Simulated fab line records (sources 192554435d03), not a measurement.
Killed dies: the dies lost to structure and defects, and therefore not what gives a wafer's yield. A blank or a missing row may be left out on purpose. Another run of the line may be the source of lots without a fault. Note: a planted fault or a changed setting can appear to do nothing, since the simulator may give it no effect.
Which tool is to blame? || flow n5_finfet || 12 lots, 36 wafers sampled, at 2 steps of a route of 1938

== WHAT EACH GAUGE READ, for each wafer ==
N5_BEOL_M1_RS_MEAS_58: measures by four-point-probe.
{"lot": "L075", "measured": "day 6 18:17", "on": "film_metro-01", "M1_RS (ohm/sq)": "0.67 0.69 0.64"}
{"lot": "L077", "measured": "day 7 01:02", "on": "film_metro-01", "M1_RS (ohm/sq)": "0.69 0.73 0.69"}
{"lot": "L079", "measured": "day 7 16:02", "on": "film_metro-01", "M1_RS (ohm/sq)": "0.65 0.68 0.63"}
{"lot": "L081", "measured": "day 8 07:35", "on": "film_metro-01", "M1_RS (ohm/sq)": "0.64 0.63 0.61"}
{"lot": "L083", "measured": "day 9 01:29", "on": "film_metro-02", "M1_RS (ohm/sq)": "0.65 0.67 0.66"}
{"lot": "L085", "measured": "day 9 13:21", "on": "film_metro-02", "M1_RS (ohm/sq)": "0.66 0.62 0.62"}
{"lot": "L087", "measured": "day 10 01:24", "on": "film_metro-02", "M1_RS (ohm/sq)": "0.74 0.66 0.71"}
{"lot": "L089", "measured": "day 10 02:54", "on": "film_metro-01", "M1_RS (ohm/sq)": "0.65 0.60 0.62"}
{"lot": "L092", "measured": "day 10 23:28", "on": "film_metro-02", "M1_RS (ohm/sq)": "0.65 0.64 0.59"}
{"lot": "L094", "measured": "day 11 11:20", "on": "film_metro-02", "M1_RS (ohm/sq)": "0.64 0.63 0.63"}
{"lot": "L096", "measured": "day 11 22:41", "on": "film_metro-01", "M1_RS (ohm/sq)": "0.70 0.64 0.63"}
{"lot": "L091", "measured": "day 12 13:49", "on": "film_metro-02", "M1_RS (ohm/sq)": "0.70 0.66 0.67"}

== TOOL THAT RAN EACH LOT (tool first, then ch and the chambers of the sampled wafers, then the start) ==
{"lot": "L075", "N5_BEOL_M1_CO_CAP_55": "cvd_co-01 ch 0,1, day 6 18:07"}
{"lot": "L077", "N5_BEOL_M1_CO_CAP_55": "cvd_co-02 ch 0,1,2, day 7 00:50"}
{"lot": "L079", "N5_BEOL_M1_CO_CAP_55": "cvd_co-01 ch 0,1, day 7 15:51"}
{"lot": "L081", "N5_BEOL_M1_CO_CAP_55": "cvd_co-02 ch 0,1,2, day 8 07:24"}
{"lot": "L083", "N5_BEOL_M1_CO_CAP_55": "cvd_co-02 ch 0,1, day 9 01:18"}
{"lot": "L085", "N5_BEOL_M1_CO_CAP_55": "cvd_co-02 ch 0,1,2, day 9 13:10"}
{"lot": "L087", "N5_BEOL_M1_CO_CAP_55": "cvd_co-02 ch 0,1,2, day 10 01:12"}
{"lot": "L089", "N5_BEOL_M1_CO_CAP_55": "cvd_co-02 ch 0,1,2, day 10 02:43"}
{"lot": "L092", "N5_BEOL_M1_CO_CAP_55": "cvd_co-02 ch 0,1,2, day 10 23:17"}
{"lot": "L094", "N5_BEOL_M1_CO_CAP_55": "cvd_co-01 ch 1,2, day 11 11:09"}
{"lot": "L096", "N5_BEOL_M1_CO_CAP_55": "cvd_co-01 ch 0,2, day 11 22:30"}
{"lot": "L091", "N5_BEOL_M1_CO_CAP_55": "cvd_co-02 ch 1,2, day 12 13:38"}
- N5_BEOL_M1_CO_CAP_55: material Co, precursor CCTBA/H2, target thk 2 nm, time 102.1 s.

== THE ANSWER, worked out from the rows above alone ==
Rule: what is usual is taken from the lots themselves. The widest of any qualifying gaps counts: lots, ordered by their means at a reading, are off when they make up no more than a third of the lots, leave a main group of 4 or more, and stand apart from it by 3 or more times the standard deviation of that group's means. If all means in a main group match to the digits the tables above print for the reading, that group is not used. A lot without any number at a reading at which 4 lots or more have one is off too. All remaining lots with rows at the step are treated as sound.
Across all readings shown, no lot is off: no conclusion can be drawn from this.

== WHAT THE SIMULATOR HAD INSERTED ==
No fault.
